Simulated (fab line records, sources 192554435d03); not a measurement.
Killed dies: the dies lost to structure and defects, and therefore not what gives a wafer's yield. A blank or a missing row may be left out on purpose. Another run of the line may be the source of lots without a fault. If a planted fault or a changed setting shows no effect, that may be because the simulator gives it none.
Which tool did it? || flow n5 finfet || 12 lots, 36 wafers sampled, at 1 step of a route of 1938

WHAT EACH GAUGE READ, for each wafer
N5_FIN_SAQP_INSPECT_18: inspects for defects (brightfield).
{"lot": "L075", "measured": "day 2 04:22", "on": "defect inspect-02", "raw defect count": "243 417 418"}
{"lot": "L077", "measured": "day 2 17:22", "on": "defect inspect-02", "raw defect count": "464 428 377"}
{"lot": "L079", "measured": "day 3 05:33", "on": "defect inspect-01", "raw defect count": "496 418 413"}
{"lot": "L081", "measured": "day 3 15:20", "on": "defect inspect-02", "raw defect count": "240 322 288"}
{"lot": "L083", "measured": "day 4 06:12", "on": "defect inspect-01", "raw defect count": "392 457 417"}
{"lot": "L085", "measured": "day 4 17:36", "on": "defect inspect-01", "raw defect count": "464 368 426"}
{"lot": "L087", "measured": "day 5 04:09", "on": "defect inspect-01", "raw defect count": "332 247 207"}
{"lot": "L089", "measured": "day 5 15:42", "on": "defect inspect-01", "raw defect count": "374 369 328"}
{"lot": "L091", "measured": "day 6 03:50", "on": "defect inspect-02", "raw defect count": "393 694 421"}
{"lot": "L093", "measured": "day 6 16:28", "on": "defect inspect-02", "raw defect count": "367 478 559"}
{"lot": "L095", "measured": "day 7 03:41", "on": "defect inspect-02", "raw defect count": "335 306 344"}
{"lot": "L097", "measured": "day 7 16:49", "on": "defect inspect-01", "raw defect count": "590 374 450"}

TOOL THAT RAN EACH LOT (tool first, then ch and the chambers of the sampled wafers, then the start)
There is no process step in the record ahead of these readings.

THE ANSWER, worked out from the rows above alone
Rule: the lots themselves supply what counts as usual. Put in order of their means at a reading, lots are off if they are a third of the lots or fewer, leave a main group of 4 or more, and stand apart from it by a gap of 3 or more times the standard deviation of the main group's means; of several such gaps the widest counts. A main group whose means are all the same, to the digits that the tables above print for the reading, isn't used. Also off: a lot with no number at a reading for which 4 or more lots have one. The other lots that the step has rows for count as sound.
No lot is off on any of the readings shown, so nothing can be concluded from this.

WHAT WAS PUT IN BY THE SIMULATOR
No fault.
